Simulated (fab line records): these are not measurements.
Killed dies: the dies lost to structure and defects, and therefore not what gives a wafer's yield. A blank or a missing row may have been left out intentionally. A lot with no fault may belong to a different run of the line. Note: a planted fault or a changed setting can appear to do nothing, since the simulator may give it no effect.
Problem report, 8D (eight disciplines) form, completed by code + flow nandHarc + the parts of the form that need people (team, actions taken, sign-off) are left out

1. THE ISSUE
Wafers without a fault read 90.1 nm, standard deviation 0.77; cdNm at NHARC_P_M0_CD_MEAS_09 reads a mean of 111.4 nm on 6 wafers belonging to 2 lots. That puts it +28 standard deviations away from the usual mean.
The step: target cd 90 nm.
The first sign was on wafer L756.1 at day 12 03:47, on cdSem-03. Wafers with a number at this step in the record: 33, from 11 lots. By rule, "out" or "out of limits" means more than 4 standard deviations away from the usual mean. The rest of the wafers with a number are treated as sound.

2. WHAT IT IS AND WHAT IT IS NOT
| question                    | is                     | is not                                                                          |
|-----------------------------|------------------------|---------------------------------------------------------------------------------|
| which readings at this step | cdNm                   | -                                                                               |
| which lots                  | L756, L760             | L744, L746, L747, L748, L749, L753, L762, L763, L765                            |
| which wafers of those lots  | all that have a number | -                                                                               |
| read on which gauges        | cdSem-02, cdSem-03     | cdSem-01                                                                        |
| when                        | from day 12 03:47      | up to then (18 sound wafers); but 9 sound wafers of L762, L763, L765 came after |

3. SUSPECTS, AND WHAT RULES EACH OUT
Counting: a tool at a process step up to the reading stays a suspect if it ran every lot that is out and no sound lot after the first of them.
- the gauge at NHARC_P_M0_CD_MEAS_09 is ruled out. The wafers that are out were read on 2 gauges (cdSem-02, cdSem-03).
- rieDiel-10 at NHARC_P_CONTACT_ETCH_35 (etches the open film in CF4, target depth 39 nm, time 65 s): ruled out as a lasting fault. Sound lots L762, L763, L765 ran on it after its first lot that is out, L756 (day 11 23:53).
- rieDiel-08 at NHARC_P_CONTACT_STRIP_28 (strips in O2): ruled out as a lasting fault. Sound lots L765 ran on it after its first lot that is out, L756 (day 12 00:46).
- arfiScanner-02 at NHARC_P_M0_EXPOSE_06 (exposes mask P M0, target cd 90 nm): kept. It ran every lot that is out, first L756 (day 12 03:39), and no sound lot after that; its last sound lot up to then is L748 (day 8 00:40). On those wafers its own readings are out: exposureDoseMJCm2.
Remaining after the count: arfiScanner-02 at NHARC_P_M0_EXPOSE_06.

4. THE CAUSE (what the simulator had put in)
Drift in process parameters on arfiScanner-02 at NHARC_P_M0_EXPOSE_06, starting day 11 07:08. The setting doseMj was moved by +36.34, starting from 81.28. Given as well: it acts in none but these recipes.
The count eliminated every tool but this one.

5. SEQUENCE OF EFFECTS, ordered by route
One row per reading whose mean, taken over the struck wafers that have a number, lies over 3 standard deviations from the usual. Scope: only readings with a usual standard deviation given in the record; hours: median across lots of the time from each lot's start at the first step in this table that gives one to its start at this step; sigmas: change in usual standard deviations.
| hours | step                  | reading           | usual   | on struck wafers | change | sigmas      |
|-------|-----------------------|-------------------|---------|------------------|--------|-------------|
| 0     | NHARC_P_M0_EXPOSE_06  | exposureDoseMJCm2 | 81.28   | 113.95           | +32.67 | +99 or more |
| 0     | NHARC_P_M0_CD_MEAS_09 | cdNm              | 90.1 nm | 111.4            | +21.3  | +28         |
Its process steps:
- NHARC_P_M0_EXPOSE_06: exposes mask P M0, target cd 90 nm.
At these later measuring or inspecting steps, every struck wafer for which the step has a row has a number for every such reading, and none has moved that far: NHARC_END_SORT_01.

6. WHAT WOULD HAVE CAUGHT IT SOONER
21 hours passed between the start of the fault at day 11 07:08 and the first reading out of limits at a measuring or inspecting step in this record, taken at day 12 03:47.
Tool's own readings at NHARC_P_M0_EXPOSE_06, exposureDoseMJCm2: out on all struck wafers the step has rows for; an alarm limit on them would have tripped on the first.
Among the 2 lots that are out, L760 began NHARC_P_M0_EXPOSE_06 on arfiScanner-02 after day 12 03:47. A hold on the tool at that time would have spared it.
